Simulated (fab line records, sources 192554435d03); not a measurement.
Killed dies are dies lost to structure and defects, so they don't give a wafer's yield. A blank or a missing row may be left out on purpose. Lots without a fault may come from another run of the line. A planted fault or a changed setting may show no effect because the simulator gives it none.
Chamber matching | flow n5_finfet | N5_BEOL_M2_ETCHBACK_99 on rie_diel-06: 4 sister chambers
The step etches SiO2 in CHF3, target depth 5 nm, time 10.4 s. 7 wafers are shown with their chamber, then 7 later ones without.

WAFERS WITH THEIR CHAMBER
wafer  | chamber | drypump_motor_current_A (A) | throttle_valve_pct (%)
L076.3 | 1       | 4.9                         | 17.46
L086.5 | 3       | 5.4                         | 17.39
L088.2 | 2       | 6.6                         | 16.72
L088.4 | 0       | 5.6                         | 17.26
L088.5 | 0       | 5.6                         | 17.25
L090.1 | 2       | 6.7                         | 16.73
L090.3 | 3       | 5.4                         | 17.41

WAFERS WITHOUT THEIR CHAMBER
wafer  | drypump_motor_current_A (A) | throttle_valve_pct (%)
L090.5 | 4.9                         | 17.53
L092.2 | 4.9                         | 17.54
L092.3 | 4.9                         | 17.56
L092.6 | 4.9                         | 17.54
L097.2 | 5.4                         | 17.05
L097.3 | 5.6                         | 17.28
L097.5 | 4.9                         | 17.57

WHICH CHAMBER EACH WENT THROUGH
wafer  | from the rows above | in truth
L090.5 | 1                   | 1
L092.2 | 1                   | 1
L092.3 | 1                   | 1
L092.6 | 1                   | 1
L097.2 | 0                   | 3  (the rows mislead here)
L097.3 | 0                   | 0
L097.5 | 1                   | 1
Placed correctly: 6 of 7. Can't be placed from these rows: 0. Placed wrongly: 1.
How it was worked out, from the rows above alone: a wafer's distance from a chamber is the root of the sum, over the readings, of the square of ((its reading less the chamber's mean) divided by the reading's scatter). The wafer belongs to the nearest chamber; if the next one is less than 2 further off, it can't be placed. A chamber's mean is the mean of its shown wafers. The scatter: the root of (the sum of the squares of (reading less its chamber's mean) over the shown wafers, divided by (wafers less chambers)).
